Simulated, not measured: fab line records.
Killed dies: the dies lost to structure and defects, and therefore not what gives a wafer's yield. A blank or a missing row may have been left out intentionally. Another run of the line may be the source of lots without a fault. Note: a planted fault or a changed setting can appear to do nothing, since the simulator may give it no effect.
A lot that was struck, set against a sound lot -- flow n5 finfet -- 18 out of 1938 route steps
Sound: these wafers, L117.1, L117.4, L117.5. Struck: wafers L124.2, L124.4, L124.5. The cause is named last.
Order at every step that has rows: each side's tool, ch and its chambers, its first start. Under that, the readings that differ: sound wafers -- struck wafers -- difference of the means -- sigmas: that difference in standard deviations of wafers without a fault.
alike: same words and numbers on both sides, and readings whose means sit less than 2 such deviations apart. not compared: any withheld reading, any reading some wafer has no value for, any bound like >300 that may hide the same value, and any number with overlapping values for which the record gives no deviation.
Wherever a step has rows on one side only, a row that says differs or no value, or a row with sigmas, the two part there. When numbers do not overlap yet have no deviation, they are printed without sigmas and do not part them. A reading that every wafer of one side lacks parts them only if that side has two wafers or more.

N5_BEOL_M11_ETCH_61: etches SiARC in CF4, target depth 39 nm, time 65 s.
  sound on rie diel-02 ch 1,2, day 11 03:43; struck on rie diel-02 ch 1,2,3, day 13 05:35
  alike: drypump motor current A, etch rf on time s, oes product au, rf vpp V, showerhead plenum p Torr, throttle valve pct
  not compared: rf hours counter h
N5_BEOL_M11_ETCH_62: etches SOC in N2/H2, target depth 110 nm, overetch 22 nm, time 165 s.
  sound on rie diel-02 ch 1,2, day 11 03:46; struck on rie diel-02 ch 1,2,3, day 13 05:38
  alike: drypump motor current A, oes product au, rf vpp V, showerhead plenum p Torr, throttle valve pct
  not compared: rf hours counter h
then, 1 step without rows for these wafers: N5_BEOL_M11_STRIP_68 (strips in N2/H2).
N5_BEOL_M11_STRIP_67: strips in CF4.
  sound on rie diel-02 ch 1,2, day 11 03:55; struck on rie diel-02 ch 1,2,3, day 13 05:47
  alike: drypump motor current A, oes product au, rf vpp V, showerhead plenum p Torr, throttle valve pct
  not compared: rf hours counter h
N5_BEOL_M11_HM_OPEN_17: chemistry Cl2/BCl3, target TiN, target depth 20 nm, overetch 6 nm.
  sound on rie metal-03 ch 0,1, day 11 04:01; struck on rie metal-01 ch 0,1, day 13 05:49
  alike: drypump motor current A, oes product au, throttle valve pct
  not compared: rf hours counter h
N5_BEOL_M11_STRIP_19: strips in O2.
  sound on rie diel-01 ch 1,2,3, day 11 04:07; struck on rie diel-01 ch 0,1,2, day 13 05:57
  alike: drypump motor current A, oes product au, rf vpp V, showerhead plenum p Torr, throttle valve pct
  not compared: rf hours counter h
N5_BEOL_M11_CD_MEAS_18: pitch 140 nm, target cd 70 nm.
  sound on cd sem-01, day 11 04:11; struck on cd sem-03, day 13 06:01
  alike: cd nm
then, 5 steps without rows for these wafers: N5_BEOL_M11_COAT_63 (time 60 s, resist thk 100 nm); N5_BEOL_M11_COAT_64 (time 60 s, resist thk 30 nm); N5_BEOL_M11_COAT_22 (resist thk 90 nm); N5_BEOL_M11_EBR_24; N5_BEOL_M11_SOFTBAKE_23 (time 60 s).
N5_BEOL_M11_EXPOSE_25: exposes mask V10.
  sound on arfi scanner-01 ch 0, day 11 07:38; struck on arfi scanner-03 ch 0, day 13 06:47
reading,sound,struck,difference,sigmas
model.BEOL_M11.overlay x nm (nm),-0.8 -0.8 -0.8,9.8 9.8 9.8,+10.6,
  alike: mask
then, 2 steps without rows for these wafers: N5_BEOL_M11_PEB_26 (peb time 60 s); N5_BEOL_M11_DEVELOP_27 (develop time 30 s).
N5_BEOL_M11_CD_MEAS_28: target cd 70 nm.
  sound on cd sem-03 ch 0, day 11 07:46; struck on cd sem-03 ch 0, day 13 06:54
  alike: cd nm
N5_BEOL_M11_OVL_MEAS_29:
  sound on overlay-02 ch 0, day 11 07:47; struck on overlay-02 ch 0, day 13 06:56
reading,sound,struck,difference,sigmas
V10_OVL (nm),-0.2 -0.4 -1.3,9.6 8.8 10.0,+10.1,+16
N5_BEOL_M11_INSPECT_30: inspects for defects (brightfield).
  sound on defect inspect-01, day 11 07:49; struck on defect inspect-02, day 13 06:57
  alike: raw defect count

WHERE THEY PART
N5_BEOL_M11_OVL_MEAS_29 only, going by this record. Later steps at which nothing parts them and some readings are alike: N5_BEOL_M11_INSPECT_30.

WHY: what the simulator had put in
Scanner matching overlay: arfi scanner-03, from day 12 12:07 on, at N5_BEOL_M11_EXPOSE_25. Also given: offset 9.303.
